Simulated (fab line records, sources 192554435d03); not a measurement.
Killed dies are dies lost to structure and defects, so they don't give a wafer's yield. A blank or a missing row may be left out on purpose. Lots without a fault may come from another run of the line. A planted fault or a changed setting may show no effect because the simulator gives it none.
Which tool did it? | flow n5_finfet | 9 lots, 27 wafers sampled, at 1 step of a route of 1938

WHAT THE GAUGES READ, wafer by wafer
N5_BEOL_M4_RC_MEAS_101. Usual: DIBL_N 35.9 mV/V, standard deviation 1.4; DIBL_P 35.9 mV/V, standard deviation 1.7; IOFF_N 0.160 nA/um, standard deviation 0.026; IOFF_P 0.21 nA/um, standard deviation 0.036; ION_N 672 uA/um, standard deviation 11; ION_P 461 uA/um, standard deviation 8.1; SS_N 71.4 mV/dec, standard deviation 0.54; SS_P 73.2 mV/dec, standard deviation 0.67; VT_N 249.3 mV, standard deviation 2.7; VT_P -250 mV, standard deviation 3.9.
lot  | measured     | on        | DIBL_N (mV/V)  | DIBL_P (mV/V)  | IOFF_N (nA/um)    | IOFF_P (nA/um) | ION_N (uA/um) | ION_P (uA/um) | SS_N (mV/dec)  | SS_P (mV/dec)  | VT_N (mV)         | VT_P (mV)      | flag
L687 | day 9 04:48  | prober-02 | 36.3 38.0 36.7 | 36.2 39.1 35.7 | 0.161 0.208 0.169 | 0.22 0.28 0.21 | 674 682 674   | 462 465 454   | 71.1 72.0 71.8 | 74.1 73.7 73.2 | 249.6 246.3 250.4 | -247 -248 -247 |
L689 | day 9 14:31  | prober-01 | 37.4 37.1 35.0 | 35.6 36.0 33.4 | 0.178 0.178 0.136 | 0.20 0.21 0.16 | 674 686 664   | 456 458 448   | 71.8 71.6 71.7 | 73.3 73.6 72.4 | 247.8 249.2 253.0 | -255 -253 -255 |
L695 | day 10 16:13 | prober-01 | 35.7 32.5 36.7 | 36.3 31.9 37.0 | 0.153 0.104 0.161 | 0.19 0.14 0.20 | 676 658 663   | 455 448 452   | 70.7 70.6 71.4 | 74.0 72.7 74.8 | 248.6 258.3 250.6 | -255 -257 -255 |
L696 | day 11 10:02 | prober-02 | 38.3 35.8 36.1 | 39.4 36.3 36.8 | 0.204 0.158 0.169 | 0.25 0.20 0.21 | 676 686 687   | 464 466 463   | 72.0 71.6 71.7 | 73.9 72.9 72.5 | 243.8 248.7 245.5 | -250 -250 -251 |
L698 | day 11 14:25 | prober-01 | 35.7 35.4 36.0 | 36.0 35.7 36.0 | 0.171 0.163 0.169 | 0.24 0.23 0.24 | 692 673 684   | 476 466 470   | 71.6 71.1 72.0 | 72.6 72.9 72.7 | 245.1 247.9 247.9 | -247 -244 -246 |
L700 | day 12 01:50 | prober-01 | 36.9 35.4 35.4 | 35.9 34.5 34.0 | 0.178 0.158 0.147 | 0.21 0.20 0.18 | 678 664 662   | 461 453 445   | 72.2 72.0 71.9 | 73.9 72.6 73.1 | 247.4 249.4 252.3 | -249 -252 -254 |
L702 | day 12 12:24 | prober-01 | 37.8 34.7 37.3 | 38.4 34.8 38.4 | 0.207 0.137 0.178 | 0.23 0.18 0.23 | 679 658 672   | 458 456 459   | 72.8 71.4 72.2 | 73.4 72.3 74.3 | 246.9 250.4 245.6 | -248 -252 -248 |
L704 | day 13 21:21 | prober-02 | 36.1 37.1 37.0 | 34.4 36.0 36.6 | 0.142 0.142 0.158 | 0.15 0.17 0.18 | 664 643 674   | 450 441 450   | 70.9 71.9 71.8 | 72.8 73.1 73.2 | 249.5 253.3 248.2 | -258 -254 -255 |
L706 | day 13 21:41 | prober-01 | 36.2 35.4 34.2 | 37.0 37.1 34.5 | 0.186 0.171 0.136 | 0.23 0.22 0.18 | 670 690 660   | 458 465 451   | 72.1 71.6 71.1 | 73.9 74.4 72.8 | 245.1 248.0 251.7 | -248 -250 -253 |

WHICH TOOL RAN EACH LOT (tool, then ch and the chambers of the sampled wafers, then the start)
The record holds no process step before these readings.

WHAT THE TOOLS THEMSELVES READ (means of the sampled wafers that have a number; where no wafer has one, the mark that the record gives instead)
The record holds no such reading with a usual standard deviation.

THE ANSWER, worked out from the rows above alone
Rule: a lot is off if the mean of its wafers that have a number lies more than 3 standard deviations from the usual mean. A lot without any number at a reading at which 4 lots or more have one is off too. The other lots that the step has rows for count as sound. The gauges are gone through in route order, then the tools' own readings, and for those a lot's mean is taken as printed above. The first step at which some lot is off is used, and at that step the reading that is off furthest; a lot without a number counts as furthest.
No lot is off at any reading shown: from this, nothing can be told.

WHAT THE SIMULATOR HAD PUT IN
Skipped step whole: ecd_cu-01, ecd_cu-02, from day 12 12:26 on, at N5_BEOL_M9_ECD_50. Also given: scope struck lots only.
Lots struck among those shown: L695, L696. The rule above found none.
